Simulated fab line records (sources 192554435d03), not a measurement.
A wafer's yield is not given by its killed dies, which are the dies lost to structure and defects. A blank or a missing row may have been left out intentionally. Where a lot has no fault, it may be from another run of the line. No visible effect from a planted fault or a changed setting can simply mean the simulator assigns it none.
Which of the tools did it? | flow n5_finfet | 72 wafers from 24 lots sampled at 6 of the route's 1938 steps

## WHAT EACH GAUGE READ, for each wafer
N5_BEOL_M5_RS_MEAS_57: measurement is done with a four-point probe.
lot  | measured     | on            | M5_RS (ohm/sq)
L074 | day 9 14:44  | film_metro-01 | 0.386 0.388 0.373
L076 | day 10 01:28 | film_metro-02 | 0.394 0.406 0.391
L075 | day 10 02:31 | film_metro-02 | 0.371 0.377 0.369
L079 | day 10 20:04 | film_metro-01 | 0.385 0.391 0.395
L077 | day 10 20:52 | film_metro-02 | 0.421 0.423 0.401
L078 | day 11 02:17 | film_metro-02 | 0.396 0.401 0.393
L081 | day 11 03:10 | film_metro-02 | 0.401 0.400 0.393
L080 | day 11 08:24 | film_metro-02 | 0.371 0.392 0.396
L083 | day 11 21:14 | film_metro-02 | 0.392 0.400 0.406
L082 | day 12 07:13 | film_metro-01 | 0.395 0.391 0.391
L084 | day 12 13:37 | film_metro-02 | 0.394 0.379 0.395
L086 | day 12 22:15 | film_metro-01 | 0.388 0.388 0.399
L085 | day 12 22:07 | film_metro-01 | 0.404 0.405 0.409
L087 | day 13 04:02 | film_metro-01 | 0.396 0.398 0.404
L089 | day 13 04:31 | film_metro-01 | 0.382 0.372 0.377
L088 | day 13 20:47 | film_metro-02 | 0.383 0.372 0.374
L090 | day 13 23:50 | film_metro-02 | 0.372 0.378 0.378
L091 | day 14 00:16 | film_metro-01 | 0.389 0.389 0.379
L092 | day 14 06:58 | film_metro-02 | 0.387 0.377 0.386
L093 | day 14 09:24 | film_metro-01 | 0.392 0.379 0.388
L094 | day 14 19:31 | film_metro-01 | 0.404 0.400 0.394
L095 | day 15 16:53 | film_metro-02 | 0.397 0.385 0.389
L096 | day 15 21:55 | film_metro-02 | 0.390 0.404 0.409
L097 | day 16 02:59 | film_metro-01 | 0.402 0.417 0.418

## WHAT TOOL EACH LOT RAN ON (gives the tool, then ch and the chambers of the sampled wafers, and finally the start)
lot  | N5_BEOL_M5_DESCUM_33               | N5_BEOL_M5_STRIP_36                | N5_BEOL_M5_SURFACE_TREAT_87  | N5_BEOL_M5_SPUTTER_81        | N5_BEOL_M5_DEP_56
L074 | rie_diel-06 ch 1,3, day 9 07:14    | rie_diel-06 ch 1,3, day 9 07:28    | pvd_sputter-02, day 9 09:00  | pvd_sputter-01, day 9 10:25  | pecvd-04 ch 0,2, day 9 14:40
L076 | rie_diel-05 ch 0,2, day 9 08:56    | rie_diel-05 ch 0,2, day 9 09:10    | pvd_sputter-03, day 9 10:25  | pvd_sputter-02, day 9 13:10  | pecvd-02 ch 2, day 10 01:23
L075 | rie_diel-02 ch 1,3, day 9 19:28    | rie_diel-02 ch 1,3, day 9 19:41    | pvd_sputter-03, day 9 20:49  | pvd_sputter-03, day 9 22:11  | pecvd-02 ch 0,1, day 10 02:26
L079 | rie_diel-02 ch 0,1,2, day 10 12:44 | rie_diel-02 ch 0,1,2, day 10 12:58 | pvd_sputter-02, day 10 14:22 | pvd_sputter-01, day 10 15:44 | pecvd-02 ch 0,1,2, day 10 20:00
L077 | rie_diel-05 ch 2,3, day 10 12:55   | rie_diel-05 ch 2,3, day 10 13:08   | pvd_sputter-03, day 10 14:49 | pvd_sputter-03, day 10 16:23 | pecvd-02 ch 0,1,2, day 10 20:48
L078 | rie_diel-06 ch 0,1,3, day 10 19:07 | rie_diel-06 ch 0,1,3, day 10 19:21 | pvd_sputter-02, day 10 20:29 | pvd_sputter-03, day 10 21:58 | pecvd-04 ch 0,1, day 11 02:13
L081 | rie_diel-05 ch 0,2,3, day 10 19:10 | rie_diel-05 ch 0,2,3, day 10 19:23 | pvd_sputter-01, day 10 20:36 | pvd_sputter-01, day 10 22:13 | pecvd-04 ch 1,2, day 11 03:05
L080 | rie_diel-06 ch 0,1,3, day 11 00:53 | rie_diel-06 ch 0,1,3, day 11 01:07 | pvd_sputter-01, day 11 02:27 | pvd_sputter-02, day 11 04:01 | pecvd-02 ch 1,2, day 11 08:20
L083 | rie_diel-05 ch 0,3, day 11 11:50   | rie_diel-05 ch 0,3, day 11 12:04   | pvd_sputter-03, day 11 14:46 | pvd_sputter-03, day 11 16:13 | pecvd-04 ch 1,2, day 11 21:09
L082 | rie_diel-06 ch 0,3, day 11 19:00   | rie_diel-06 ch 0,3, day 11 19:14   | pvd_sputter-03, day 11 20:52 | pvd_sputter-03, day 11 23:57 | pecvd-02 ch 0,1,2, day 12 07:08
L084 | rie_diel-06 ch 0,3, day 12 03:39   | rie_diel-06 ch 0,3, day 12 03:53   | pvd_sputter-01, day 12 05:17 | pvd_sputter-03, day 12 07:02 | pecvd-02 ch 0,1,2, day 12 13:33
L086 | rie_diel-05 ch 0,2,3, day 12 10:09 | rie_diel-05 ch 0,2,3, day 12 10:23 | pvd_sputter-02, day 12 11:56 | pvd_sputter-02, day 12 15:34 | pecvd-03 ch 0,1, day 12 22:10
L085 | rie_diel-06 ch 1,2,3, day 12 10:17 | rie_diel-06 ch 1,2,3, day 12 10:31 | pvd_sputter-01, day 12 11:47 | pvd_sputter-01, day 12 15:07 | pecvd-02 ch 0,2, day 12 22:03
L087 | rie_diel-05 ch 0,2,3, day 12 18:25 | rie_diel-05 ch 0,2,3, day 12 18:38 | pvd_sputter-02, day 12 20:07 | pvd_sputter-03, day 12 22:44 | pecvd-03 ch 0,1,2, day 13 03:58
L089 | rie_diel-02 ch 1,2,3, day 12 18:28 | rie_diel-02 ch 1,2,3, day 12 18:41 | pvd_sputter-03, day 12 20:08 | pvd_sputter-02, day 12 22:57 | pecvd-02 ch 1,2, day 13 04:27
L088 | rie_diel-06 ch 1,2, day 13 12:49   | rie_diel-06 ch 1,2, day 13 13:03   | pvd_sputter-02, day 13 15:07 | pvd_sputter-02, day 13 16:29 | pecvd-02 ch 0,1, day 13 20:44
L090 | rie_diel-02 ch 0,1,3, day 13 15:54 | rie_diel-02 ch 0,1,3, day 13 16:07 | pvd_sputter-03, day 13 18:05 | pvd_sputter-03, day 13 19:28 | pecvd-02 ch 0,2, day 13 23:44
L091 | rie_diel-06 ch 0,1,2, day 13 16:21 | rie_diel-06 ch 0,1,2, day 13 16:35 | pvd_sputter-03, day 13 18:08 | pvd_sputter-01, day 13 19:38 | pecvd-04 ch 0,1, day 14 00:13
L092 | rie_diel-06 ch 0,2, day 13 22:02   | rie_diel-06 ch 0,2, day 13 22:15   | pvd_sputter-03, day 13 23:41 | pvd_sputter-03, day 14 02:38 | pecvd-04 ch 0,1,2, day 14 06:53
L093 | rie_diel-02 ch 0,2,3, day 14 01:41 | rie_diel-02 ch 0,2,3, day 14 01:55 | pvd_sputter-02, day 14 03:35 | pvd_sputter-01, day 14 05:05 | pecvd-02 ch 1,2, day 14 09:20
L094 | rie_diel-05 ch 0,2,3, day 14 10:47 | rie_diel-05 ch 0,2,3, day 14 11:01 | pvd_sputter-02, day 14 13:46 | pvd_sputter-03, day 14 15:11 | pecvd-03 ch 0,1, day 14 19:26
L095 | rie_diel-06 ch 1,2, day 15 08:07   | rie_diel-06 ch 1,2, day 15 08:20   | pvd_sputter-03, day 15 10:08 | pvd_sputter-03, day 15 11:43 | pecvd-02 ch 0,1, day 15 16:49
L096 | rie_diel-05 ch 2,3, day 15 14:25   | rie_diel-05 ch 2,3, day 15 14:38   | pvd_sputter-03, day 15 16:09 | pvd_sputter-02, day 15 17:36 | pecvd-02 ch 0,1,2, day 15 21:51
L097 | rie_diel-05 ch 0,2,3, day 15 20:01 | rie_diel-05 ch 0,2,3, day 15 20:14 | pvd_sputter-03, day 15 21:21 | pvd_sputter-02, day 15 22:40 | pecvd-02 ch 0,2, day 16 02:55
- N5_BEOL_M5_DESCUM_33: chemistry O2, time 7 s.
- N5_BEOL_M5_STRIP_36: strips in N2/H2.
- N5_BEOL_M5_SURFACE_TREAT_87
- N5_BEOL_M5_SPUTTER_81: material Cu, target thk 15 nm, time 27.62 s.
- N5_BEOL_M5_DEP_56: deposits SiCN from 3MS/NH3, target thk 8 nm, time 14 s.

## AS READ BY THE TOOLS THEMSELVES (means over the sampled wafers that have a number; for cases with no such wafer, the mark the record gives instead)
N5_BEOL_M5_DESCUM_33.
lot  | tool        | chamber_pressure_mTorr (mTorr) | drypump_motor_current_A (A) | oes_product_au (a.u.) | rf_fwd_power_W (W) | rf_vpp_V (V) | showerhead_plenum_p_Torr (Torr) | throttle_valve_pct (%)
L074 | rie_diel-06 | 20.000                         | 5.6                         | 0.80                  | 49.50              | 241.9        | 2.03                            | 20.55
L076 | rie_diel-05 | 20.001                         | 5.1                         | 0.80                  | 49.50              | 244.7        | 2.13                            | 20.23
L075 | rie_diel-02 | 19.989                         | 5.8                         | 0.85                  | 49.80              | 244.9        | 2.16                            | 20.29
L079 | rie_diel-02 | 19.996                         | 6.1                         | 0.83                  | 49.41              | 244.2        | 2.16                            | 20.33
L077 | rie_diel-05 | 20.009                         | 5.5                         | 0.84                  | 49.70              | 243.1        | 2.09                            | 20.22
L078 | rie_diel-06 | 20.019                         | 5.7                         | 0.76                  | 49.37              | 241.2        | 2.04                            | 20.45
L081 | rie_diel-05 | 20.002                         | 5.4                         | 0.79                  | 49.24              | 243.2        | 2.13                            | 20.23
L080 | rie_diel-06 | 19.993                         | 5.7                         | 0.76                  | 49.46              | 242.1        | 2.04                            | 20.44
L083 | rie_diel-05 | 19.997                         | 5.5                         | 0.74                  | 49.29              | 244.5        | 2.18                            | 20.23
L082 | rie_diel-06 | 20.006                         | 5.9                         | 0.75                  | 49.18              | 242.4        | 2.03                            | 20.53
L084 | rie_diel-06 | 19.997                         | 5.9                         | 0.74                  | 49.27              | 240.7        | 2.03                            | 20.54
L086 | rie_diel-05 | 20.015                         | 5.4                         | 0.78                  | 49.34              | 243.3        | 2.13                            | 20.24
L085 | rie_diel-06 | 20.002                         | 5.9                         | 0.86                  | 49.42              | 241.4        | 2.04                            | 20.48
L087 | rie_diel-05 | 20.010                         | 5.4                         | 0.77                  | 49.46              | 242.9        | 2.13                            | 20.25
L089 | rie_diel-02 | 19.996                         | 5.7                         | 0.80                  | 49.60              | 243.5        | 2.12                            | 20.37
L088 | rie_diel-06 | 19.988                         | 6.1                         | 0.90                  | 49.39              | 242.5        | 2.05                            | 20.39
L090 | rie_diel-02 | 19.986                         | 5.7                         | 0.80                  | 49.49              | 244.4        | 2.11                            | 20.22
L091 | rie_diel-06 | 19.981                         | 6.0                         | 0.90                  | 49.32              | 242.3        | 2.05                            | 20.24
L092 | rie_diel-06 | 20.007                         | 6.4                         | 0.96                  | 49.35              | 242.8        | 2.06                            | 20.20
L093 | rie_diel-02 | 19.997                         | 5.6                         | 0.78                  | 49.49              | 243.4        | 2.08                            | 20.27
L094 | rie_diel-05 | 19.991                         | 5.4                         | 0.77                  | 49.52              | 243.6        | 2.12                            | 20.25
L095 | rie_diel-06 | 19.998                         | 5.7                         | 0.81                  | 49.49              | 242.4        | 2.03                            | 20.45
L096 | rie_diel-05 | 19.975                         | 5.6                         | 0.76                  | 49.44              | 243.8        | 2.13                            | 20.25
L097 | rie_diel-05 | 20.004                         | 5.4                         | 0.76                  | 49.42              | 243.3        | 2.12                            | 20.28

N5_BEOL_M5_STRIP_36.
lot  | tool        | chamber_pressure_mTorr (mTorr) | drypump_motor_current_A (A) | oes_product_au (a.u.) | rf_vpp_V (V) | showerhead_plenum_p_Torr (Torr) | throttle_valve_pct (%)
L074 | rie_diel-06 | 19.99                          | 5.6                         | 0.80                  | 57.7         | 2.45                            | 23.66
L076 | rie_diel-05 | 19.98                          | 5.1                         | 0.80                  | 60.3         | 2.59                            | 23.39
L075 | rie_diel-02 | 20.02                          | 5.8                         | 0.86                  | 58.2         | 2.62                            | 23.60
L079 | rie_diel-02 | 20.00                          | 6.1                         | 0.83                  | 58.4         | 2.60                            | 23.49
L077 | rie_diel-05 | 19.97                          | 5.5                         | 0.84                  | 59.8         | 2.54                            | 23.46
L078 | rie_diel-06 | 20.01                          | 5.7                         | 0.76                  | 59.9         | 2.47                            | 23.63
L081 | rie_diel-05 | 20.01                          | 5.4                         | 0.80                  | 58.8         | 2.59                            | 23.38
L080 | rie_diel-06 | 20.00                          | 5.8                         | 0.76                  | 57.8         | 2.47                            | 23.63
L083 | rie_diel-05 | 20.00                          | 5.5                         | 0.74                  | 60.2         | 2.64                            | 23.29
L082 | rie_diel-06 | 19.98                          | 5.9                         | 0.75                  | 60.1         | 2.46                            | 23.73
L084 | rie_diel-06 | 20.00                          | 5.9                         | 0.73                  | 58.6         | 2.46                            | 23.75
L086 | rie_diel-05 | 20.01                          | 5.4                         | 0.78                  | 61.0         | 2.59                            | 23.38
L085 | rie_diel-06 | 19.99                          | 5.9                         | 0.85                  | 59.1         | 2.46                            | 23.63
L087 | rie_diel-05 | 19.96                          | 5.4                         | 0.77                  | 59.4         | 2.59                            | 23.38
L089 | rie_diel-02 | 19.98                          | 5.7                         | 0.81                  | 60.1         | 2.57                            | 23.59
L088 | rie_diel-06 | 19.99                          | 6.1                         | 0.89                  | 59.8         | 2.47                            | 23.54
L090 | rie_diel-02 | 20.02                          | 5.6                         | 0.80                  | 58.9         | 2.56                            | 23.40
L091 | rie_diel-06 | 19.99                          | 6.0                         | 0.90                  | 60.1         | 2.48                            | 23.47
L092 | rie_diel-06 | 19.99                          | 6.5                         | 0.94                  | 58.9         | 2.49                            | 23.45
L093 | rie_diel-02 | 20.00                          | 5.5                         | 0.78                  | 58.8         | 2.52                            | 23.37
L094 | rie_diel-05 | 20.02                          | 5.4                         | 0.78                  | 60.4         | 2.58                            | 23.41
L095 | rie_diel-06 | 20.00                          | 5.7                         | 0.82                  | 58.5         | 2.45                            | 23.56
L096 | rie_diel-05 | 20.02                          | 5.6                         | 0.76                  | 59.3         | 2.58                            | 23.39
L097 | rie_diel-05 | 19.97                          | 5.4                         | 0.75                  | 59.2         | 2.58                            | 23.43

N5_BEOL_M5_SPUTTER_81.
lot  | tool           | throttle_valve_pct (%)
L074 | pvd_sputter-01 | 30.7
L076 | pvd_sputter-02 | 30.3
L075 | pvd_sputter-03 | 30.1
L079 | pvd_sputter-01 | 30.9
L077 | pvd_sputter-03 | 30.3
L078 | pvd_sputter-03 | 30.3
L081 | pvd_sputter-01 | 31.2
L080 | pvd_sputter-02 | 30.3
L083 | pvd_sputter-03 | 30.2
L082 | pvd_sputter-03 | 29.9
L084 | pvd_sputter-03 | 30.4
L086 | pvd_sputter-02 | 30.2
L085 | pvd_sputter-01 | 31.3
L087 | pvd_sputter-03 | 30.3
L089 | pvd_sputter-02 | 30.0
L088 | pvd_sputter-02 | 30.6
L090 | pvd_sputter-03 | 29.9
L091 | pvd_sputter-01 | 31.0
L092 | pvd_sputter-03 | 30.0
L093 | pvd_sputter-01 | 31.3
L094 | pvd_sputter-03 | 30.4
L095 | pvd_sputter-03 | 30.5
L096 | pvd_sputter-02 | 30.2
L097 | pvd_sputter-02 | 30.0

N5_BEOL_M5_DEP_56.
lot  | tool     | rf_fwd_power_W (W) | showerhead_plenum_p_Torr (Torr) | throttle_valve_pct (%)
L074 | pecvd-04 | 199.9              | 3.665                           | 9.37
L076 | pecvd-02 | 198.1              | 3.654                           | 9.06
L075 | pecvd-02 | 200.0              | 3.665                           | 8.82
L079 | pecvd-02 | 199.0              | 3.667                           | 8.86
L077 | pecvd-02 | 198.0              | 3.664                           | 8.85
L078 | pecvd-04 | 200.3              | 3.667                           | 8.79
L081 | pecvd-04 | 198.8              | 3.662                           | 8.79
L080 | pecvd-02 | 199.6              | 3.658                           | 8.86
L083 | pecvd-04 | 200.3              | 3.662                           | 9.22
L082 | pecvd-02 | 199.2              | 3.668                           | 8.85
L084 | pecvd-02 | 199.0              | 3.669                           | 8.82
L086 | pecvd-03 | 200.7              | 3.657                           | 9.18
L085 | pecvd-02 | 198.2              | 3.668                           | 9.03
L087 | pecvd-03 | 199.7              | 3.656                           | 9.04
L089 | pecvd-02 | 198.7              | 3.657                           | 9.04
L088 | pecvd-02 | 199.9              | 3.662                           | 8.99
L090 | pecvd-02 | 199.1              | 3.667                           | 9.08
L091 | pecvd-04 | 199.8              | 3.672                           | 9.04
L092 | pecvd-04 | 199.8              | 3.664                           | 9.10
L093 | pecvd-02 | 199.7              | 3.661                           | 9.10
L094 | pecvd-03 | 200.0              | 3.657                           | 9.36
L095 | pecvd-02 | 199.8              | 3.669                           | 8.67
L096 | pecvd-02 | 199.1              | 3.662                           | 8.89
L097 | pecvd-02 | 198.3              | 3.673                           | 8.92

## THE ANSWER, worked out from the rows above alone
Rule: usual is defined by the lots themselves. The widest of any qualifying gaps counts: lots, ordered by their means at a reading, are off when they make up no more than a third of the lots, leave a main group of 4 or more, and stand apart from it by 3 or more times the standard deviation of that group's means. If all means in a main group match to the digits the tables above print for the reading, that group is not used. Also off: a lot with no number at a reading for which 4 or more lots have one. All remaining lots with rows at the step are treated as sound. First the gauges in route order, then the tools' own readings, where a lot's mean is used as printed above. At the first step where some lot is off, the reading lying furthest off is the one used; lots without a number count as furthest.
No lot is off on any of the readings shown, so nothing can be concluded from this.

## WHAT THE SIMULATOR HAD PUT IN
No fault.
